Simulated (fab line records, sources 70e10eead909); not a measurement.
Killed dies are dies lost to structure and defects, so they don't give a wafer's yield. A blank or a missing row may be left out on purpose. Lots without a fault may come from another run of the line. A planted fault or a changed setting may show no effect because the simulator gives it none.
fab line records | flow nand_harc
record lots=6 wafers=18 last_day=24
route steps=1159 shown A_SOURCE_PLATE@420 A_ONON_D1@424 END@1159
lots that met no fault: from a run of the same line without faults
start_h: hours from the record's first day to the start of the lot's first wafer shown | wait_h: hours since the lot's step before | " the same as in the row above | L1.1+2: a row that stands for several wafers | - no value, or no start given | * or withheld: withheld | < > ~ a bound
route shown NAME@n: a module of which the file shows steps, and the number in the route of the first | usual: mean/standard deviation of fault-free wafers | same: alike in all rows | chamber/n: place in a boat | sites: the reading at each site | _std_site: their standard deviation | _edge_site: outer sites' mean less inner sites' | radius_mm: how far each site lies from the wafer's centre | mask NAME#n: copy n | behind: the tool/chamber that last shaped the wafer | hold: why the lot was held/for how many hours/how that ended | device: the transistor (n, p or np) that didn't switch | end of line: the same wafers' tests at the end of the route | a step without rows: its recipe alone | killed: dies lost to structure and defects at the first sort, not the wafer's yield | map: a wafer's dies, x killed, . not, _ none there
set.NAME: the setting as run; set.NAME@STEP: as run at that earlier step | model.NAME: the simulator's own value behind a step, which no gauge read
lots at some steps of the route; a table a step, a row a wafer
services: from which hour (start_h, from the record's first day; less than 0 if before it) a tool's chamber was out of use, for how many hours, and why
## steps
# step NHARC_A_SOURCE_PLATE_THK_MEAS_06
# recipe thk_meas_gauge=ellipsometry
# usual thk_nm=199.3/2
# columns lot.wafer tool chamber start_h wait_h thk_nm
L130.1 film_metro-01 - 172.27 0.4 199.1
L130.4 " - " " 197.0
L130.5 " - " " 195.7
L128.1 film_metro-02 - 172.27 0.4 197.8
L128.5 " - " " 197.4
L128.6 " - " " 196.1
L143.1 film_metro-02 - 258.26 0.4 193.4
L143.2 " - " " 198.1
L143.4 " - " " 197.8
L145.1 film_metro-02 - 262.67 0.4 202.2
L145.2 " - " " 200.6
L145.5 " - " " 200.9
L147.1 film_metro-01 - 268.31 0.4 202.4
L147.2 " - " " 197.5
L147.3 " - " " 202.9
L150.2 film_metro-01 - 296.62 0.4 198.4
L150.4 " - " " 199.6
L150.5 " - " " 198.8
# step NHARC_A_SOURCE_PLATE_INSPECT_08
# usual raw_defect_count=57/23
# columns lot.wafer tool chamber start_h wait_h raw_defect_count
L128.1 defect_inspect-02 - 172.33 0.0 97
L128.5 " - " " 146
L128.6 " - " " 85
L130.1 defect_inspect-01 - 172.33 0.0 54
L130.4 " - " " 23
L130.5 " - " " 46
L143.1 defect_inspect-02 - 258.35 0.0 24
L143.2 " - " " 52
L143.4 " - " " 43
L145.1 defect_inspect-02 - 262.73 0.0 38
L145.2 " - " " 53
L145.5 " - " " 49
L147.1 defect_inspect-01 - 268.40 0.0 36
L147.2 " - " " 30
L147.3 " - " " 38
L150.2 defect_inspect-01 - 296.68 0.0 82
L150.4 " - " " 80
L150.5 " - " " 50
# step NHARC_A_ONON_D1_DEP_00
# recipe target_thk_a=10000 n2_flow_sccm=2750 n2o_flow_sccm=2000 nh3_flow_sccm=500 sih4_flow_sccm=210 temp_c=400
# step NHARC_A_ONON_D1_THK_MEAS_02
# recipe thk_meas_gauge=ellipsometry
# usual thk_nm=1000/9.7
# columns lot.wafer tool chamber start_h wait_h thk_nm
L128.1 film_metro-02 - 172.91 - 1002
L128.5 " - " " 1004
L128.6 " - " " 1004
L130.1 film_metro-02 - 172.91 - 1005
L130.4 " - " " 1006
L130.5 " - " " 1006
L143.1 film_metro-01 - 258.93 - 995
L143.2 " - " " 998
L143.4 " - " " 997
L145.1 film_metro-01 - 263.30 - 1004
L145.2 " - " " 1004
L145.5 " - " " 1005
L147.1 film_metro-01 - 269.21 - 983
L147.2 " - " " 983
L147.3 " - " " 983
L150.2 film_metro-02 - 297.28 - 989
L150.4 " - " " 988
L150.5 " - " " 989
# step NHARC_A_ONON_D1_DEP_03
# recipe target_thk_a=10000 n2_flow_sccm=2750 n2o_flow_sccm=2000 nh3_flow_sccm=500 sih4_flow_sccm=210 temp_c=400
# step NHARC_A_ONON_D1_THK_MEAS_05
# recipe thk_meas_gauge=ellipsometry
# usual thk_nm=1003/9.8
# columns lot.wafer tool chamber start_h wait_h thk_nm
L128.1 film_metro-01 - 173.48 - 1009
L128.5 " - " " 1008
L128.6 " - " " 1009
L130.1 film_metro-02 - 173.48 - 999
L130.4 " - " " 999
L130.5 " - " " 998
L143.1 film_metro-02 - 259.49 - 1015
L143.2 " - " " 1017
L143.4 " - " " 1017
L145.1 film_metro-01 - 263.87 - 1027
L145.2 " - " " 1025
L145.5 " - " " 1025
L147.1 film_metro-01 - 269.78 - 1013
L147.2 " - " " 1014
L147.3 " - " " 1015
L150.2 film_metro-02 - 297.85 - 1003
L150.4 " - " " 1003
L150.5 " - " " 1004
# step NHARC_A_ONON_D1_DEP_06
# recipe target_thk_a=10000 n2_flow_sccm=2750 n2o_flow_sccm=2000 nh3_flow_sccm=500 sih4_flow_sccm=210 temp_c=400
# step NHARC_A_ONON_D1_THK_MEAS_08
# recipe thk_meas_gauge=ellipsometry
# usual thk_nm=998/9.4
# columns lot.wafer tool chamber start_h wait_h thk_nm
L128.1 film_metro-02 - 174.04 - 1001
L128.5 " - " " 1001
L128.6 " - " " 998
L130.1 film_metro-01 - 174.05 - 990
L130.4 " - " " 992
L130.5 " - " " 988
L143.1 film_metro-01 - 260.06 - 999
L143.2 " - " " 1000
L143.4 " - " " 1000
L145.1 film_metro-02 - 264.45 - 1002
L145.2 " - " " 1002
L145.5 " - " " 1003
L147.1 film_metro-02 - 270.35 - 979
L147.2 " - " " 979
L147.3 " - " " 979
L150.2 film_metro-01 - 298.42 - 991
L150.4 " - " " 990
L150.5 " - " " 990
# step NHARC_A_ONON_D1_DEP_09
# recipe target_thk_a=10000 n2_flow_sccm=2750 n2o_flow_sccm=2000 nh3_flow_sccm=500 sih4_flow_sccm=210 temp_c=400
# step NHARC_A_ONON_D1_THK_MEAS_11
# recipe thk_meas_gauge=ellipsometry
# usual thk_nm=999/11
# columns lot.wafer tool chamber start_h wait_h thk_nm
L128.1 film_metro-02 - 174.60 - 1013
L128.5 " - " " 1012
L128.6 " - " " 1012
L130.1 film_metro-01 - 174.62 - 990
L130.4 " - " " 990
L130.5 " - " " 990
L143.1 film_metro-02 - 260.62 - 992
L143.2 " - " " 993
L143.4 " - " " 993
L145.1 film_metro-01 - 265.01 - 1010
L145.2 " - " " 1009
L145.5 " - " " 1009
L147.1 film_metro-01 - 270.91 - 989
L147.2 " - " " 990
L147.3 " - " " 991
L150.2 film_metro-02 - 298.98 - 992
L150.4 " - " " 994
L150.5 " - " " 993
# step NHARC_A_ONON_D1_DEP_12
# recipe target_thk_a=10000 n2_flow_sccm=2750 n2o_flow_sccm=2000 nh3_flow_sccm=500 sih4_flow_sccm=210 temp_c=400
# columns lot.wafer tool chamber start_h wait_h
L128.1+5+6 pecvd_onon-02 0 174.66 0.1
L130.1+4+5 pecvd_onon-03 0 174.67 0.1
L143.1+2+4 pecvd_onon-02 0 260.68 0.1
L145.1+2+5 pecvd_onon-03 0 265.07 0.1
L147.1+2+3 pecvd_onon-02 0 270.97 0.1
L150.2+4+5 pecvd_onon-04 0 299.09 0.1
# step NHARC_A_ONON_D1_THK_MEAS_14
# recipe thk_meas_gauge=ellipsometry
# usual thk_nm=998/11
# columns lot.wafer tool chamber start_h wait_h thk_nm
L128.1 film_metro-01 - 175.17 - 994
L128.5 " - " " 995
L128.6 " - " " 994
L130.1 film_metro-02 - 175.19 - 994
L130.4 " - " " 994
L130.5 " - " " 992
L143.1 film_metro-01 - 261.19 - 577
L143.2 " - " " 576
L143.4 " - " " 577
L145.1 film_metro-02 - 265.59 - 1012
L145.2 " - " " 1012
L145.5 " - " " 1010
L147.1 film_metro-02 - 271.47 - 593
L147.2 " - " " 592
L147.3 " - " " 593
L150.2 film_metro-02 - 299.55 - 986
L150.4 " - " " 986
L150.5 " - " " 985
# step NHARC_A_ONON_D1_ANNEAL_15
# recipe temp_c=750 time_s=3600
# step NHARC_END_SORT_01
# recipe temp_c=25
# usual killed_at_array=26/9.7 killed_at_other=1.0/1.2 killed_at_periphery=3.9/2.6 killed_dies=31/9.7 killed_open=3.2/1.8 killed_short=2.0/1.3
# same gross_dies=677
# columns lot.wafer tool chamber start_h wait_h killed_at_array killed_at_other killed_at_periphery killed_dies killed_open killed_short
L143.1 prober-01 0 542.17 2.5 674 0 3 677 3 0
L143.2 prober-01 0 542.97 2.8 670 1 6 677 5 4
L143.4 prober-01 0 544.55 3.4 671 0 6 677 4 2
L147.1 prober-02 0 557.86 2.5 673 2 2 677 0 1
L147.2 prober-02 0 558.67 2.8 674 0 3 677 4 4
L147.3 prober-02 0 559.47 3.1 674 0 3 677 4 0
# killed by level:class
L143.1 A_ONON_D1:area_dep=637 A_CHANNEL_HOLE_D1:chamber_film_flake=18 A_SLIT:chamber_film_flake=15 P_M2:chamber_film_flake=2 P_STI:geometric_particle:open=1 A_CHANNEL_FILL_D1:geometric_particle:open=1 A_BLC:geometric_particle:open=1 A_WL_FILL:chamber_film_flake=1
L143.2 A_ONON_D1:area_dep=627 A_CHANNEL_HOLE_D1:chamber_film_flake=19 A_SLIT:chamber_film_flake=15 P_M2:chamber_film_flake=3 A_WL_FILL:geometric_particle:short=2 A_STAIRCASE:chamber_film_flake=2 P_M0:geometric_particle:open=1 P_M0:geometric_particle:short=1
L143.4 A_ONON_D1:area_dep=622 A_SLIT:chamber_film_flake=24 A_CHANNEL_HOLE_D1:chamber_film_flake=17 P_M2:chamber_film_flake=3 A_BLC:geometric_particle:open=2 P_ZERO_WELL:chamber_film_flake=2 A_SOURCE_PLATE:geometric_particle:short=1 A_ONON_D1:geometric_particle:open=1
L147.1 A_ONON_D1:area_dep=646 A_CHANNEL_HOLE_D1:chamber_film_flake=23 P_ZERO_WELL:chamber_film_flake=2 THIN_TSV:chamber_film_flake=2 A_CONTACT:chamber_film_flake=2 A_M0:geometric_particle:short=1 A_ZERO_WELL:chamber_film_flake=1
L147.2 A_ONON_D1:area_dep=646 A_CHANNEL_HOLE_D1:chamber_film_flake=16 A_STAIRCASE:chamber_film_flake=3 A_CONTACT:chamber_film_flake=2 P_M0:geometric_particle:open=1 P_M0:geometric_particle:short=1 A_ONON_D1:geometric_particle:short=1 A_SGD_CUT:geometric_particle:open=1
L147.3 A_ONON_D1:area_dep=649 A_CHANNEL_HOLE_D1:chamber_film_flake=19 P_ZERO_WELL:chamber_film_flake=2 A_CONTACT:chamber_film_flake=2 P_CONTACT:geometric_particle:open=1 A_CONTACT:geometric_particle:open=1 A_BLC:geometric_particle:open=1 A_M0:geometric_particle:open=1
# map L143.1 (x killed, . not)
____________x____________
_________xxxxxxx_________
_______xxxxxxxxxxx_______
______xxxxxxxxxxxxx______
_____xxxxxxxxxxxxxxx_____
____xxxxxxxxxxxxxxxxx____
____xxxxxxxxxxxxxxxxx____
___xxxxxxxxxxxxxxxxxxx___
___xxxxxxxxxxxxxxxxxxx___
__xxxxxxxxxxxxxxxxxxxxx__
__xxxxxxxxxxxxxxxxxxxxx__
_xxxxxxxxxxxxxxxxxxxxxxx_
_xxxxxxxxxxxxxxxxxxxxxxx_
_xxxxxxxxxxxxxxxxxxxxxxx_
_xxxxxxxxxxxxxxxxxxxxxxx_
_xxxxxxxxxxxxxxxxxxxxxxx_
xxxxxxxxxxxxxxxxxxxxxxxxx
xxxxxxxxxxxxxxxxxxxxxxxxx
xxxxxxxxxxxxxxxxxxxxxxxxx
xxxxxxxxxxxxxxxxxxxxxxxxx
xxxxxxxxxxxxxxxxxxxxxxxxx
_xxxxxxxxxxxxxxxxxxxxxxx_
_xxxxxxxxxxxxxxxxxxxxxxx_
_xxxxxxxxxxxxxxxxxxxxxxx_
_xxxxxxxxxxxxxxxxxxxxxxx_
_xxxxxxxxxxxxxxxxxxxxxxx_
__xxxxxxxxxxxxxxxxxxxxx__
__xxxxxxxxxxxxxxxxxxxxx__
___xxxxxxxxxxxxxxxxxxx___
___xxxxxxxxxxxxxxxxxxx___
____xxxxxxxxxxxxxxxxx____
____xxxxxxxxxxxxxxxxx____
_____xxxxxxxxxxxxxxx_____
______xxxxxxxxxxxxx______
_______xxxxxxxxxxx_______
_________xxxxxxx_________
____________x____________
# map L147.1 (x killed, . not)
____________x____________
_________xxxxxxx_________
_______xxxxxxxxxxx_______
______xxxxxxxxxxxxx______
_____xxxxxxxxxxxxxxx_____
____xxxxxxxxxxxxxxxxx____
____xxxxxxxxxxxxxxxxx____
___xxxxxxxxxxxxxxxxxxx___
___xxxxxxxxxxxxxxxxxxx___
__xxxxxxxxxxxxxxxxxxxxx__
__xxxxxxxxxxxxxxxxxxxxx__
_xxxxxxxxxxxxxxxxxxxxxxx_
_xxxxxxxxxxxxxxxxxxxxxxx_
_xxxxxxxxxxxxxxxxxxxxxxx_
_xxxxxxxxxxxxxxxxxxxxxxx_
_xxxxxxxxxxxxxxxxxxxxxxx_
xxxxxxxxxxxxxxxxxxxxxxxxx
xxxxxxxxxxxxxxxxxxxxxxxxx
xxxxxxxxxxxxxxxxxxxxxxxxx
xxxxxxxxxxxxxxxxxxxxxxxxx
xxxxxxxxxxxxxxxxxxxxxxxxx
_xxxxxxxxxxxxxxxxxxxxxxx_
_xxxxxxxxxxxxxxxxxxxxxxx_
_xxxxxxxxxxxxxxxxxxxxxxx_
_xxxxxxxxxxxxxxxxxxxxxxx_
_xxxxxxxxxxxxxxxxxxxxxxx_
__xxxxxxxxxxxxxxxxxxxxx__
__xxxxxxxxxxxxxxxxxxxxx__
___xxxxxxxxxxxxxxxxxxx___
___xxxxxxxxxxxxxxxxxxx___
____xxxxxxxxxxxxxxxxx____
____xxxxxxxxxxxxxxxxx____
_____xxxxxxxxxxxxxxx_____
______xxxxxxxxxxxxx______
_______xxxxxxxxxxx_______
_________xxxxxxx_________
____________x____________
## services
# columns tool chamber start_h hours kind
pecvd_onon-03 - 153.00 13.0 pm
pecvd_onon-04 - 237.00 13.0 pm
pecvd_onon-02 - 292.00 13.0 pm
## key
first_sign step=NHARC_A_ONON_D1_THK_MEAS_14 reading=thk_nm direction=down sigmas=37 usual=998 struck=585
effect step=NHARC_END_SORT_01 reading=killed_at_array direction=up sigmas=67 usual=26 struck=673
more_kills_born_at NHARC_A_ONON_D1_DEP_12@pecvd_onon-02=3827
met_at NHARC_A_ONON_D1_DEP_12
struck_wafers L143.1,L143.2,L143.4,L147.1,L147.2,L147.3
later_rows_left_out L143.1,L143.2,L143.4,L147.1,L147.2,L147.3
tester_left_out L143,L147
onset_between 174.66 260.68
fault kind=process_parameter_drift tool=pecvd_onon-02 chamber=- onset_h=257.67 steps=NHARC_A_ONON_D1_DEP_12 channel=target_thk_a offset=* shape=step end_h=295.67 acts_in=* stated=*
# tester_left_out: of these lots the tester's yield and bins aren't shown, on N5 and GAA mostly nor the transistor test; their killed dies are dies lost to structure and defects alone, not to doping, threshold or leakage, so they don't give the yield
# later_rows_left_out: the simulator's readings of these wafers behind a module that went badly wrong aren't trusted and aren't shown, but for the sort
